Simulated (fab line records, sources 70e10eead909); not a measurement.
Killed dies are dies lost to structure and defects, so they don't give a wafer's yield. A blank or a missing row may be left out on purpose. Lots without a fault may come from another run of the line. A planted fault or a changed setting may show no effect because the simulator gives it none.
Problem report in the 8D (eight disciplines) form, filled by code | flow nand_harc | the parts of the form that need people (team, actions taken, sign-off) are left out

1. THE PROBLEM
cd_nm at NHARC_P_M0_CD_MEAS_09 reads a mean of 108.1 nm on 6 wafers of 2 lots; wafers without a fault read 89.9 nm with a standard deviation of 0.57. That is +32 standard deviations from the usual mean.
The step: target cd 90 nm.
First seen on wafer L260.4, day 10 12:28, on cd_sem-02. The record holds 42 wafers of 14 lots with a number at this step. Rule for "out", or "out of limits": more than 4 standard deviations from the usual mean. The other wafers with a number count as sound.

2. WHAT IT IS AND WHAT IT IS NOT
question                    | is                     | is not
which readings at this step | cd_nm                  | -
which lots                  | L260, L261             | L250, L251, L252, L255, L265, L266, L268, L269, L270, L271, L272, L273
which wafers of those lots  | all that have a number | -
read on which gauges        | cd_sem-02, cd_sem-03   | cd_sem-01
when                        | from day 10 12:28      | up to then (12 sound wafers); but 24 sound wafers of L265, L266, L268, L269, L270, L271, L272, L273 came after

3. SUSPECTS, AND WHAT RULES EACH OUT
Counting: a tool at a process step up to the reading stays a suspect if it ran every lot that is out and no sound lot after the first of them.
- the gauge at NHARC_P_M0_CD_MEAS_09: ruled out. The wafers that are out were read on 2 gauges (cd_sem-02, cd_sem-03).
- rie_diel-08 at NHARC_P_CONTACT_DESCUM_17 (chemistry O2, time 3 s): ruled out as a lasting fault. Sound lots L265, L269, L270 ran on it after its first lot that is out, L260 (day 10 08:28).
- litho_track-06 at NHARC_P_M0_PEB_07 (peb time 65 s): ruled out as a lasting fault. Sound lots L269, L270, L271 ran on it after its first lot that is out, L260 (day 10 12:23).
Left after counting: nothing in the record.

4. THE CAUSE (what the simulator had put in)
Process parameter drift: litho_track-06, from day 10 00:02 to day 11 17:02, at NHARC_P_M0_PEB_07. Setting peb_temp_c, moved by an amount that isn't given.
Counting ruled it out, wrongly: the rule takes a fault to strike every lot that its tool runs from its start on, and this one did not.

5. THE CHAIN OF EFFECTS, in route order
Each row: a reading whose mean over the struck wafers that have a number lies more than 3 standard deviations from the usual. Only readings for which the record gives a usual standard deviation are gone through. hours: the time from each lot's start at the first step in this table that gives one to its start at this step, as a median over the lots. sigmas: the change in usual standard deviations.
hours | step                  | reading              | usual    | on struck wafers | change | sigmas
0     | NHARC_P_M0_PEB_07     | heater_power_total_W | 156.6 W  | 168.8            | +12.2  | +28
0     | NHARC_P_M0_PEB_07     | plate_temp_C         | 100.00 C | 105.76           | +5.76  | +44
0     | NHARC_P_M0_CD_MEAS_09 | cd_nm                | 89.9 nm  | 108.1            | +18.2  | +32
The process steps in it:
- NHARC_P_M0_PEB_07: peb time 65 s.

6. WHAT WOULD HAVE CAUGHT IT SOONER
In this record the first reading out of limits at a measuring or inspecting step was taken at day 10 12:28, 12 hours after the fault began at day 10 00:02.
The tool's own readings at NHARC_P_M0_PEB_07 were out on every struck wafer that the step has a row for (heater_power_total_W, plate_temp_C): an alarm limit on them would have fired on the first of those.
